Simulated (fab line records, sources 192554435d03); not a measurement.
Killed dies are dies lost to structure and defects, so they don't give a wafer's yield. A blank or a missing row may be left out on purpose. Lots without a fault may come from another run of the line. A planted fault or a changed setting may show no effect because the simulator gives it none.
fab line records | flow n5_finfet
record lots=4 wafers=12 last_day=17
route steps=1938 shown BEOL_M3@1006 BEOL_M4@1021 PASSIVATION@1936
lots that met no fault: from a run of the same line without faults
start_h: hours from the record's first day to the start of the lot's first wafer shown | wait_h: hours since the lot's step before | " the same as in the row above | L1.1+2: a row that stands for several wafers | - no value, or no start given | * or withheld: withheld | < > ~ a bound
route shown NAME@n: a module of which the file shows steps, and the number in the route of the first | usual: mean/standard deviation of fault-free wafers | same: alike in all rows | chamber/n: place in a boat | sites: the reading at each site | _std_site: their standard deviation | _edge_site: outer sites' mean less inner sites' | radius_mm: how far each site lies from the wafer's centre | mask NAME#n: copy n | behind: the tool/chamber that last shaped the wafer | hold: why the lot was held/for how many hours/how that ended | device: the transistor (n, p or np) that didn't switch | end of line: the same wafers' tests at the end of the route | a step without rows: its recipe alone | killed: dies lost to structure and defects at the first sort, not the wafer's yield | map: a wafer's dies, x killed, . not, _ none there
set.NAME: the setting as run; set.NAME@STEP: as run at that earlier step | model.NAME: the simulator's own value behind a step, which no gauge read
lots at some steps of the route; a table a step, a row a wafer
services: from which hour (start_h, from the record's first day; less than 0 if before it) a tool's chamber was out of use, for how many hours, and why
## steps
# step N5_BEOL_M3_SPUTTER_92
# recipe material=Cu target_thk_a=45 temp_c=-20 chamber_pressure_pa=0.07 power_w=withheld time_s=8.29
# step N5_BEOL_M3_ANNEAL_93
# recipe temp_c=400 time_s=240 ambient=vacuum
# step N5_BEOL_M3_SPUTTER_94
# recipe material=Cu target_thk_a=45 temp_c=-20 chamber_pressure_pa=0.07 power_w=withheld time_s=8.29
# step N5_BEOL_M3_ANNEAL_95
# recipe temp_c=400 time_s=240 ambient=vacuum
# step N5_BEOL_M3_SPUTTER_96
# recipe material=Cu target_thk_a=45 temp_c=-20 chamber_pressure_pa=0.07 power_w=withheld time_s=8.29
# step N5_BEOL_M3_ECD_50
# recipe material=Cu target_thk_a=3000
# step N5_BEOL_M3_ANNEAL_51
# recipe temp_c=225 time_s=90 ambient=N2
# step N5_BEOL_M3_CMP_52
# recipe stop_on=SiOC t_overpolish_s=6.8 down_force_psi=1 platen_rpm=50 clearing_platen_down_force_psi=1.5 clearing_platen_rpm=50 post_cmp_clean=cu_alkaline target_thk_nm=40 clearing_platen_pad_velocity_m_s=0.99484 pad_velocity_m_s=0.99484
# step N5_BEOL_M3_PRE_CLEAN_60
# recipe gas=NH3/H2 time_s=15 temp_c=* rf_power_w=300
# step N5_BEOL_M3_CO_CAP_55
# recipe material=Co target_thk_a=20 temp_c=200 precursor=CCTBA/H2 pressure_torr=30 time_s=102.1
# step N5_BEOL_M3_PRE_CLEAN_56
# recipe gas=NH3 time_s=15 temp_c=withheld rf_power_w=300
# step N5_BEOL_M3_DEP_57
# recipe material=SiCN target_thk_a=80 temp_c=withheld precursor=3MS/NH3 pressure_torr=3 rf_w=202 time_s=14
# usual showerhead_plenum_p_Torr=3.671/0.008 showerhead_vpp_V=911/34 throttle_valve_pct=9.0/0.56
# columns lot.wafer tool chamber start_h wait_h showerhead_plenum_p_Torr showerhead_vpp_V throttle_valve_pct
L847.1 pecvd-02 0 236.61 0.0 3.671 934 9.9
L847.4 " 1 " " 3.661 896 8.5
L847.5 " 2 " " 3.675 911 9.3
L856.2 pecvd-02 2 286.44 0.0 3.673 922 9.3
L856.5 " 1 " " 3.682 903 8.4
L856.6 " 0 " " 3.664 938 9.9
L857.2 pecvd-02 1 295.20 0.0 3.671 903 8.5
L857.5 " 2 " " 3.671 922 9.3
L857.6 " 0 " " 3.675 941 9.8
L858.1 pecvd-01 2 299.64 0.0 3.653 929 8.6
L858.3 " 1 " " 3.662 844 8.3
L858.6 " 1 " " 3.661 844 8.4
# step N5_BEOL_M3_INSPECT_59
# recipe inspect_instrument=darkfield mode=post_dep
# usual raw_defect_count=74/23
# columns lot.wafer tool chamber start_h wait_h raw_defect_count
L847.1 defect_inspect-01 - 236.72 0.0 74
L847.4 " - " " 84
L847.5 " - " " 55
L856.2 defect_inspect-02 - 286.53 0.0 1116
L856.5 " - " " 1124
L856.6 " - " " 1030
L857.2 defect_inspect-01 - 295.29 0.0 1157
L857.5 " - " " 1046
L857.6 " - " " 1073
L858.1 defect_inspect-02 - 299.73 0.0 52
L858.3 " - " " 53
L858.6 " - " " 77
# step N5_BEOL_M4_ILD_DEP_00
# recipe material=SiOC target_thk_a=790 temp_c=350 precursor=DEMS/O2 pressure_torr=5 rf_w=500 time_s=15.3
# step N5_BEOL_M4_PECVD_72
# recipe material=SiO2 target_thk_a=160 temp_c=400 precursor=TEOS/O2 pressure_torr=5.5 rf_w=450 teos_flow_sccm=53.8 gas=O2 flow_sccm=3000 time_s=18
# step N5_BEOL_M4_HM_DEP_02
# recipe material=TiN target_thk_a=200 temp_c=25 chamber_pressure_pa=0.49996
# step N5_BEOL_M4_COAT_61
# recipe resist=SOC temp_c=250 time_s=60 spin_rpm=1500 resist_thk_nm=60
# step N5_BEOL_M4_COAT_62
# recipe resist=SiARC temp_c=220 time_s=60 spin_rpm=1500 resist_thk_nm=12
# step N5_BEOL_M4_COAT_73
# recipe resist=underlayer temp_c=205 time_s=60 spin_rpm=1500 resist_thk_nm=5
# step N5_BEOL_M4_COAT_05
# recipe resist=CAR-EUV spin_rpm=1500 resist_thk_nm=30
# step N5_BEOL_M4_EBR_07
# recipe solvent=PGMEA ebr_width_mm=1.5
# step N5_BEOL_M4_SOFTBAKE_06
# recipe temp_c=110 time_s=60 resist=CAR-EUV
# step N5_BEOL_M4_EXPOSE_08
# recipe mask_id=M4 na=0.33 source_shape=dipole sigma_inner=0.369 sigma_outer=0.767 polarization=unpolarized dose_mj=41.25
# step N5_BEOL_M4_PEB_09
# recipe peb_temp_c=100 peb_time_s=60 resist=CAR-EUV
# step N5_BEOL_M4_DEVELOP_10
# recipe develop_time_s=30 developer=TMAH resist=CAR-EUV rinse_liquid=surfactant_rinse dry=air_spin dev_temp_c=23
# step N5_BEOL_M4_INSPECT_13
# recipe mode=adi inspect_instrument=brightfield
# usual raw_defect_count=454/110
# columns lot.wafer tool chamber start_h wait_h raw_defect_count
L847.1 defect_inspect-01 - 241.20 0.1 681
L847.4 " - " " 515
L847.5 " - " " 395
L856.2 defect_inspect-02 - 291.20 0.0 1531
L856.5 " - " " 1360
L856.6 " - " " 1424
L857.2 defect_inspect-01 - 296.55 0.0 1711
L857.5 " - " " 1504
L857.6 " - " " 1720
L858.1 defect_inspect-01 - 300.54 0.1 378
L858.3 " - " " 510
L858.6 " - " " 531
# step N5_BEOL_M4_DESCUM_16
# recipe chemistry=O2 time_s=7 source_power_w=50 bias_power_w=20 pressure_mtorr=20 rf_frequency_hz=2.712e+07 temp_c=40 resist=CAR-EUV o2_flow_sccm=225
# step N5_BEOL_M4_RC_MEAS_101
# usual DIBL_N=36.9/1.6 DIBL_P=37.1/2 IOFF_N=0.17/0.032 IOFF_P=0.22/0.036 ION_N=674/12 ION_P=463/7.8 SS_N=71.7/0.63 SS_P=73.5/0.62 VT_N=249/3.3 VT_P=-250/3.5
# columns lot.wafer tool chamber start_h wait_h DIBL_N[mV/V] DIBL_P[mV/V] IOFF_N[nA/um] IOFF_P[nA/um] ION_N[uA/um] ION_P[uA/um] SS_N[mV/dec] SS_P[mV/dec] VT_N[mV] VT_P[mV]
L847.1 prober-01 0 249.56 0.0 33.5 35.4 0.12 0.16 651 442 71.2 72.7 253 -258
L847.4 " 0 " " 38.0 41.7 0.21 0.25 690 473 72.3 74.5 248 -252
L847.5 " 0 " " 35.7 36.1 0.14 0.17 660 449 71.8 73.1 256 -256
L856.2 prober-01 0 300.17 0.2 37.0 40.7 0.20 0.27 685 466 72.5 73.4 248 -246
L856.5 " 0 " " 36.9 39.2 0.18 0.25 669 465 72.6 72.9 247 -247
L856.6 " 0 " " 37.6 40.1 0.22 0.25 679 463 72.8 73.2 246 -247
L857.2 prober-01 0 302.28 0.2 35.2 34.0 0.14 0.24 670 467 71.5 73.5 250 -246
L857.5 " 0 " " 37.1 35.2 0.17 0.25 688 475 71.8 73.7 250 -246
L857.6 " 0 " " 37.9 35.5 0.19 0.26 680 469 72.2 73.1 246 -245
L858.1 prober-01 0 309.93 0.0 36.5 37.0 0.16 0.23 683 469 71.9 73.0 248 -246
L858.3 " 0 " " 36.5 38.3 0.15 0.25 669 463 71.4 73.4 252 -245
L858.6 " 0 " " 36.6 37.2 0.16 0.24 675 467 71.7 73.4 249 -248
# step N5_PASSIVATION_PROBE_49
# usual defect_limited_yield=90.9/1.6 killed_at_M0_to_M3=34/11 killed_at_M4_up=14/5.7 killed_at_contacts=13/6.5 killed_at_front_end=43/11 killed_at_other=4/3.1 killed_dies=107/19 killed_open=71/14 killed_short=35/7.9 sort_bin_5_function=5.3/1.1 sort_bin_6_memory=3.4/0.74 sort_n_pass=1073/19 sort_yield_pct=90.9/1.6
# same gross_dies=1180 killed_at_back_side=0 sort_bin_4_leakage[%]=0 sort_bin_8_speed[%]=0
# columns lot.wafer tool chamber start_h wait_h defect_limited_yield[%] killed_at_M0_to_M3 killed_at_M4_up killed_at_contacts killed_at_front_end killed_at_other killed_dies killed_open killed_short sort_bin_5_function[%] sort_bin_6_memory[%] sort_n_pass sort_yield_pct[%]
L847.1 prober-01 - 347.63 0.0 92.5 32 6 5 43 3 89 54 34 3.4 3.8 1091 92.5
L847.4 prober-01 - 347.78 0.2 93.5 14 3 16 43 1 77 50 27 3.4 2.9 1103 93.5
L847.5 prober-01 - 347.83 0.2 91.2 28 14 10 49 3 104 66 38 5.3 3.2 1076 91.2
L856.2 prober-01 - 407.10 0.1 79.0 179 10 5 49 5 248 61 36 13.5 4.5 932 79.0
L856.5 prober-01 - 407.25 0.2 83.4 126 17 7 41 5 196 50 37 8.7 4.2 984 83.4
L856.6 prober-01 - 407.30 0.3 80.3 177 5 6 40 5 233 48 27 13.4 3.0 947 80.3
L857.2 prober-02 - 407.42 0.1 84.7 133 11 4 26 6 180 55 24 8.1 4.0 1000 84.7
L857.5 prober-02 - 407.57 0.2 80.2 178 18 9 27 2 234 66 19 13.1 3.9 946 80.2
L857.6 prober-02 - 407.62 0.3 80.7 161 8 16 35 8 228 60 22 11.3 4.6 952 80.7
# killed by level:class
L847.1 DUMMY_GATE:geometric_particle:open=10 STI_FIN_REVEAL:geometric_particle:open=8 BEOL_M0_SAQP:geometric_particle:short=8 BEOL_M0_SAQP:geometric_particle:open=7 FIN_SAQP:geometric_particle:short=6 BEOL_M3:geometric_particle:open=5 FIN_SAQP:geometric_particle:open=4 BEOL_M1:geometric_particle:short=4
L847.4 MOL_CONTACT_COAG:geometric_particle:open=14 STI_FIN_REVEAL:geometric_particle:open=12 FIN_SAQP:geometric_particle:short=8 DUMMY_GATE:geometric_particle:open=6 ILD0:geometric_particle:open=3 ILD0:geometric_particle:short=3 BEOL_M0_SAQP:geometric_particle:short=3 BEOL_M3:geometric_particle:open=3
L847.5 STI_FIN_REVEAL:geometric_particle:open=10 MOL_CONTACT_COAG:geometric_particle:open=7 BEOL_M0:geometric_particle:open=7 DUMMY_GATE:geometric_particle:open=6 BEOL_M2:geometric_particle:open=6 FIN_SAQP:geometric_particle:open=5 DUMMY_GATE:geometric_particle:short=5 FIN_SAQP:geometric_particle:short=4
L856.2 BEOL_M3:unspecified=147 FIN_SAQP:geometric_particle:short=8 BEOL_M0_SAQP:geometric_particle:open=8 BEOL_M0_SAQP:geometric_particle:short=8 BEOL_M3:geometric_particle:open=7 FIN_SAQP:geometric_particle:open=6 ILD0:geometric_particle:open=6 GATE_CUT:geometric_particle:open=6
L856.5 BEOL_M3:unspecified=105 GATE_CUT:geometric_particle:open=9 STI_FIN_REVEAL:geometric_particle:open=8 MOL_CONTACT_COAG:geometric_particle:open=7 GATE_CUT:geometric_particle:short=6 BEOL_M0_SAQP:geometric_particle:short=5 BEOL_M5:geometric_particle:open=5 BEOL_M0_SAQP:geometric_particle:open=4
L856.6 BEOL_M3:unspecified=153 STI_FIN_REVEAL:geometric_particle:open=13 FIN_SAQP:geometric_particle:short=6 BEOL_M0_SAQP:geometric_particle:open=6 BEOL_M0_SAQP:geometric_particle:short=5 GATE_CUT:geometric_particle:short=4 GATE_CUT:geometric_particle:open=4 MOL_CONTACT_COAG:geometric_particle:open=4
L857.2 BEOL_M3:unspecified=101 BEOL_M1:geometric_particle:open=7 FIN_SAQP:geometric_particle:open=6 STI_FIN_REVEAL:geometric_particle:open=6 BEOL_M2:geometric_particle:open=6 FIN_SAQP:geometric_particle:short=5 BEOL_M3:geometric_particle:open=5 BEOL_M4:geometric_particle:open=5
L857.5 BEOL_M3:unspecified=146 BEOL_M2:geometric_particle:open=15 MOL_CONTACT_COAG:geometric_particle:open=8 FIN_SAQP:geometric_particle:short=7 BEOL_M4:geometric_particle:open=7 FIN_SAQP:geometric_particle:open=6 STI_FIN_REVEAL:geometric_particle:open=5 BEOL_M3:geometric_particle:open=5
L857.6 BEOL_M3:unspecified=146 MOL_CONTACT_COAG:geometric_particle:open=16 FIN_SAQP:geometric_particle:open=7 STI_FIN_REVEAL:geometric_particle:open=7 DUMMY_GATE:geometric_particle:open=6 FIN_SAQP:geometric_particle:short=4 BEOL_M3:geometric_particle:open=4 BEOL_M0_SAQP:geometric_particle:short=3
# map L856.2 (x killed, . not)
_________________....xxx..x..________________
______________........x........._____________
___________.................x......__________
__________..x...............xx.....x_________
________...x............x.....x......._______
_______x...x.....x.x..x.....x....x.....______
______......x.x........................._____
_____.............x...x..............x...____
____..........x........x..x..........x....___
___.x.....x................................__
___x....xx..............x.x....x.x......x..__
__...........x.x.........x......xx..xx...x.._
__..............x...............xxxxxxx.xxx._
_...........x...............x.xxxxxxxxxxxxxx.
_x.....................x..x..x.xxxxxxxxxxxxx.
_.....x............x.........xxxxxxxxxxxxxxx.
_x..........x..............xxxxxxxxxxxxxxxxxx
_...x.................x......xxxxxxxxxxxxxxx.
_...........................x.xxxxxxxxxxxxx..
_..x...............x.....x...xxxxxxxxxxxxxxx.
_................x......x...x...xxxxxxxxxxx..
__................x.x..........x.xxxxxxxx.x._
__.......x..x............x......x.xxxxx.xxx._
___..x.x....x...........x............x.....__
___.......x...x......x............x........__
____..........x........x.....x..x....x....___
_____....x.x.............................____
______.....x............x..............._____
_______x.x...........x..x..........x...______
________.......x................x....._______
__________.......................x.x_________
___________........................__________
______________.x..x.......x...x._____________
_________________..x........x________________
# map L857.5 (x killed, . not)
_________________..x.........________________
______________x.....x..x......x._____________
___________.........x.......xx....x__________
__________.........................._________
________.....x..........x..........x.x_______
_______.xx.......x.....................______
______.x................................_____
_____x............x..x...x....x...x...x..____
____......x..........................x....___
___............................x...x.x.....__
___....x.....x.....x.x....x...xx..x.xx.....__
__.....xx..xx.........x.x.......xxxxx.xxxx.._
__...x..x...x..........x......xxxxxxxxxxx..._
_...............x.......x......xxxxxxxxxxx.x.
_...........x................xxxxxxxxxxxxxx..
_...........................xxxxxxxxxxxxxxxx.
_..x.............x............xxxxxxxxxxxxxxx
_..........................x.xxxxxxxxxxxxxx..
_.......x....................xxxxxxxxxxxxxxx.
_.....x.x.............x.......xxxxxxxxxxxx...
_..................x..x.......xxxxxxxxxxx...x
__............x................xxxxxxxx.xx.._
__..........x....................xxx.xx....._
___..............x.........x...x....x.xx...__
___..........x...x.........x...............__
____..x......................x....x.......___
_____.x..........................x.......____
______..............x...x......x.......x_____
_______..x......................x.x....______
________.............................._______
__________......x...x...x..........._________
___________........................__________
______________.................._____________
_________________.x.....x....________________
## services
# columns tool chamber start_h hours kind
pecvd-02 0 217.83 2.1 scheduled_down
pecvd-01 2 240.45 2.1 scheduled_down
pecvd-02 0 269.18 5.5 scheduled_down
pecvd-02 1 288.25 2.1 scheduled_down
## key
first_sign step=N5_BEOL_M3_INSPECT_59 reading=raw_defect_count direction=up sigmas=43 usual=74 struck=1091
effect step=N5_BEOL_M4_INSPECT_13 reading=raw_defect_count direction=up sigmas=10 usual=454 struck=1542
effect step=N5_PASSIVATION_PROBE_49 reading=killed_at_M0_to_M3 direction=up sigmas=12 usual=34 struck=159
more_kills_born_at N5_BEOL_M3_DEP_57@pecvd-02=798
met_at N5_BEOL_M3_DEP_57
struck_wafers L856.2,L856.5,L856.6,L857.2,L857.5,L857.6
onset_between 236.61 286.44
fault kind=chamber_particle_source tool=pecvd-02 chamber=- onset_h=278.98 steps=N5_BEOL_M3_DEP_57 rate_per_visit_cm2=1.5283 end_h=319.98
